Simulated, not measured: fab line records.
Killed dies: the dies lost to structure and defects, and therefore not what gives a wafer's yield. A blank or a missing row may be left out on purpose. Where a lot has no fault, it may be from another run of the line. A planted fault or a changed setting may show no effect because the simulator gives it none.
One fault through the eyes of 2 desks | flow n5Finfet | only its own numbers are on each desk; what lay behind them is given at the end

## METROLOGY DESK
Lot by lot, what the gauges showed, no matter which tool ran the lot: averages of those sampled wafers that carry a number. The brackets show how far a lot's mean lies from the usual mean; more than 4 standard deviations puts the lot out of limits, marked OUT.
Columns: A = PMOS_HMC_BLK_OVL at N5_PMOS_HMC_CHANNEL_EPI_OVL_MEAS_10, usual -0.3 nm; B = thkNm at N5_FIN_SAQP_THK_MEAS_05, usual 38.1 nm; C = cdNm at N5_FIN_SAQP_CD_MEAS_16, usual 35.63 nm
lot  | first seen here | A    | B    | C
L417 | day 1 17:07     | -2.4 | 38.2 | 36.07
L418 | day 1 23:15     | -1.4 | 37.9 | 35.84
L420 | day 2 11:52     | 0.3  | 37.9 | 35.30
L424 | day 3 11:12     | 0.3  | 38.4 | 35.34
L425 | day 3 17:00     | 0.2  | 38.2 | 36.04
L432 | day 5 11:31     | -0.6 | 38.0 | 35.65
L434 | day 5 23:13     | 0.5  | 38.4 | 35.50
L435 | day 6 05:49     | -1.5 | 38.1 | 35.55
L437 | day 6 17:29     | -0.4 | 38.1 | 35.83
L438 | day 7 00:00     | -0.5 | 38.1 | 35.41
L439 | day 7 05:25     | -0.3 | 37.6 | 35.72
L440 | day 7 11:02     | 0.1  | 37.8 | 35.62
Result from this desk: across the 12 lots, nothing is out of limits.

## DESK OF THE TOOL OWNER: pecvd-03
The tool's own readings at N5_FIN_SAQP_PECVD_47 (deposits a-Si from SiH4/He, target thk 45 nm, time 36.3 s): means of the sampled wafers that have a number, for each lot that ran on this tool. The brackets show how far a lot's mean lies from the usual mean; more than 4 standard deviations puts the lot out of limits, marked OUT.
Columns: A = heaterPowerOuterW at N5_FIN_SAQP_PECVD_47, usual 526 W; B = heaterPowerW at N5_FIN_SAQP_PECVD_47, usual 853 W; C = rfFwdPowerW at N5_FIN_SAQP_PECVD_47, usual 98.9 W; D = runLengthS at N5_FIN_SAQP_PECVD_47, usual 72.7 s; E = showerheadPlenumPTorr at N5_FIN_SAQP_PECVD_47, usual 5.70 Torr; F = showerheadVppV at N5_FIN_SAQP_PECVD_47, usual 615 V; G = throttleValvePct at N5_FIN_SAQP_PECVD_47, usual 17.8 %
lot  | first seen here | A   | B   | C    | D               | E    | F   | G
L420 | day 2 17:19     | 490 | 832 | 99.2 | 72.8            | 5.72 | 600 | 17.3
L424 | day 3 14:46     | 517 | 839 | 98.8 | 67.5 (-13) OUT  | 5.76 | 642 | 17.2
L425 | day 3 21:20     | 508 | 813 | 99.2 | 69.1 (-9.2) OUT | 5.73 | 634 | 17.4
L434 | day 6 02:44     | 554 | 902 | 99.2 | 72.8            | 5.75 | 616 | 17.4
L438 | day 7 03:34     | 509 | 847 | 98.7 | 73.1            | 5.76 | 642 | 17.2
L439 | day 7 09:25     | 520 | 860 | 98.9 | 72.7            | 5.74 | 621 | 17.4
L440 | day 7 14:31     | 513 | 832 | 99.4 | 73.0            | 5.75 | 638 | 17.5
This desk's verdict: out of limits on L424, L425, starting with L424 at day 3 14:46 (runLengthS at N5_FIN_SAQP_PECVD_47). Within limits: L420, L434, L438, L439, L440.

## BROUGHT TOGETHER
The tool owner's desk could have raised an alarm at day 3 14:46, on L424, L425.
Metrology desk: nothing out of limits seen.
The metrology desk has L424, L425 on record, within its limits.
On pecvd-03, each named lot ran N5_FIN_SAQP_PECVD_47.

## WHAT THE SIMULATOR HAD INSERTED
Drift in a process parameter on pecvd-03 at N5_FIN_SAQP_PECVD_47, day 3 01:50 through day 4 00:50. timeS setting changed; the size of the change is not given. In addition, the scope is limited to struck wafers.
Shown lots that were struck: L424, L425.
Hours from the fault's start to each desk's first reading out of limits: the tool owner's desk, 13.
